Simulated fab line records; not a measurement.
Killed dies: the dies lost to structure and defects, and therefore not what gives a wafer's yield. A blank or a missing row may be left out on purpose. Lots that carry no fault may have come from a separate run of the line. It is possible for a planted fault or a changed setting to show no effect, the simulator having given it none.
Struck lot and sound lot, side by side | flow n5_finfet | 20 steps out of a route of 1938
Sound: the wafers L149.2, L149.3, L149.6. Wafers L160.3, L160.4 were the ones struck. Last of all comes the cause.
Each step with rows lists, per side, the tool, then ch with its chambers, then its first start. Under that, the readings that differ: sound wafers | struck wafers | difference of the means | sigmas: that difference in standard deviations of wafers without a fault.
alike: readings whose means differ by less than 2 such deviations, and words and numbers that are the same on both sides. not compared: withheld readings, readings that some wafer has no value for, bounds like >300 that may hide the same value, and numbers for which the record gives no deviation and whose values overlap.
The two part at a step that has a row with sigmas, a row that says differs or no value, or rows on one side only. Numbers that have no deviation but don't overlap get no sigmas and don't part them. Lack of a reading on every wafer of one side parts them only where that side has two or more wafers.

first, 6 steps without rows for these wafers: N5_BEOL_M1_COAT_22 (resist thk 30 nm); N5_BEOL_M1_EBR_24; N5_BEOL_M1_SOFTBAKE_23 (time 60 s); N5_BEOL_M1_EXPOSE_25 (exposes mask V0, defocus 5 nm, target cd 24 nm); N5_BEOL_M1_PEB_26 (peb time 60 s); N5_BEOL_M1_DEVELOP_27 (develop time 30 s).
N5_BEOL_M1_CD_MEAS_28: target cd y 23.3 nm.
  sound on cd_sem-03 ch 0, day 6 01:19; struck on cd_sem-02 ch 0, day 9 00:15
  alike: cd_nm
N5_BEOL_M1_OVL_MEAS_29:
  sound on overlay-02 ch 0, day 6 01:21; struck on overlay-02 ch 0, day 9 00:17
  alike: V0_OVL
N5_BEOL_M1_INSPECT_30: inspects for defects (brightfield).
  sound on defect_inspect-01 at day 6 01:25; struck on defect_inspect-01 at day 9 00:20
  alike: raw_defect_count
N5_BEOL_M1_DESCUM_33: chemistry O2, time 7 s.
  sound on rie_diel-02 ch 0,2,3, day 6 01:26; struck on rie_diel-03 ch 2,3, day 9 00:29
  alike: drypump_motor_current_A, oes_product_au, rf_vpp_V, showerhead_plenum_p_Torr, temp_c, throttle_valve_pct
  not compared: rf_hours_counter_h
N5_BEOL_M1_ETCH_77: etches underlayer in N2/H2, target depth 6.5 nm, time 5.2 s.
  sound on rie_diel-02 ch 0,2,3, day 6 01:29; struck on rie_diel-03 ch 2,3, day 9 00:32
  alike: drypump_motor_current_A, etch_rf_on_time_s, n2_flow_sccm, oes_product_au, rf_vpp_V, showerhead_plenum_p_Torr, throttle_valve_pct
  not compared: rf_hours_counter_h
N5_BEOL_M1_ETCH_69: etches SiARC in CF4, target depth 15.6 nm, time 26 s.
  sound on rie_diel-02 ch 0,2,3, day 6 01:29; struck on rie_diel-03 ch 2,3, day 9 00:33
  alike: drypump_motor_current_A, etch_rf_on_time_s, oes_product_au, rf_vpp_V, showerhead_plenum_p_Torr, throttle_valve_pct
  not compared: rf_hours_counter_h
N5_BEOL_M1_ALD_98: deposits SiO2, target thk 2.5 nm, pulse time 1 s, co reactant pulse time 1 s.
  sound on ald_sin-04 ch 2,3, day 6 01:35; struck on ald_sin-04 ch 1,2, day 9 00:38
  reading    | sound    | struck | difference | sigmas
  ald_cycles | 17 17 17 | 18 18  | +1         |
  alike: heater_power_w, precursor_pulse_height_rel
N5_BEOL_M1_ETCHBACK_99: etches SiO2 in CHF3, target depth 5 nm, time 10.4 s.
  sound on rie_diel-02 ch 1,3, day 6 03:36; struck on rie_diel-03 ch 1,2, day 9 02:52
  alike: CHF3_flow_sccm, drypump_motor_current_A, oes_f_703_au, oes_product_au, rf_vpp_V, showerhead_plenum_p_Torr, throttle_valve_pct
  not compared: rf_hours_counter_h
N5_BEOL_M1_ETCH_70: etches SOC in N2/H2, target depth 80 nm, overetch 16 nm, time 120 s.
  sound on rie_diel-02 ch 1,3, day 6 03:38; struck on rie_diel-03 ch 1,2, day 9 02:55
  alike: drypump_motor_current_A, n2_flow_sccm, oes_product_au, rf_vpp_V, showerhead_plenum_p_Torr, temp_c, throttle_valve_pct
  not compared: rf_hours_counter_h
then, 2 steps without rows for these wafers: N5_BEOL_M1_STRIP_71 (strips in N2/H2); N5_BEOL_M1_STRIP_78 (strips in N2/H2).
N5_BEOL_M1_VIA_ETCH_34: etches the open film in C4F6/O2, target depth 67.8 nm, time 64.4 s.
  sound on rie_diel-02 ch 1,3, day 6 03:44; struck on rie_diel-03 ch 1,2, day 9 03:01
  alike: drypump_motor_current_A, oes_f_703_au, oes_product_au, rf_vpp_V, showerhead_plenum_p_Torr, throttle_valve_pct
  not compared: rf_hours_counter_h, model.BEOL_M1.cd_nm
then, 1 step without rows for these wafers: N5_BEOL_M1_STRIP_83 (strips in C4F6/O2).
N5_BEOL_M4_RC_MEAS_101:
  sound on prober-02 ch 0, day 7 18:53; struck on prober-02 ch 0, day 10 21:14
  alike: DIBL_N, DIBL_P, IOFF_N, IOFF_P, ION_N, ION_P, SS_N, SS_P, VT_N, VT_P

## WHERE THEY PART
Nowhere in this record.

WHY: the cause the simulator had injected
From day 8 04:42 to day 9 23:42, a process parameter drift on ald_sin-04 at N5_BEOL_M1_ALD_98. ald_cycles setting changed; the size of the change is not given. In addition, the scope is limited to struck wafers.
